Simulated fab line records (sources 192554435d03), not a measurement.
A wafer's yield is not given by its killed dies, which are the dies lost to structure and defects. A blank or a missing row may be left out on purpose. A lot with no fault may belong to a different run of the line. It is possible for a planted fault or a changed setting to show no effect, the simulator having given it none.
Matching of chambers | flow n5 finfet | pecvd-01 running N5_BEOL_M1_PECVD_72: 3 sister chambers
The step deposits SiO2 from TEOS/O2, target thk 16 nm, time 18 s. 3 wafers are shown with their chamber, then 7 later ones without.

== WAFERS WITH THEIR CHAMBER ==
wafer  | chamber | throttle valve pct (%)
L084.5 | 1       | 22.5
L084.6 | 0       | 23.8
L093.5 | 2       | 20.4

== WAFERS MISSING THEIR CHAMBER ==
wafer  | throttle valve pct (%)
L093.6 | 23.7
L095.1 | 20.3
L095.2 | 23.7
L095.4 | 20.4
L096.4 | 20.4
L096.5 | 20.5
L096.6 | 24.0

== WHICH CHAMBER EACH ONE RAN IN ==
wafer  | from the rows above | in truth
L093.6 | 0                   | 0
L095.1 | 2                   | 2
L095.2 | 0                   | 0
L095.4 | 2                   | 2
L096.4 | 2                   | 2
L096.5 | 2                   | 2
L096.6 | 0                   | 0
Correct placement for 7 of the 7. Number that these rows cannot place: 0. Number placed wrongly: 0.
How it was worked out, from the rows above alone: a wafer's distance from a chamber is the root of the sum, over the readings, of the square of ((its reading less the chamber's mean) divided by the reading's scatter). The wafer belongs to the nearest chamber; if the next one is less than 2 further off, it can't be placed. A chamber's mean is the mean of its shown wafers. The scatter (one wafer shown for each chamber): square how far every hidden wafer sits from the nearest shown wafer, average those squares and take the square root.
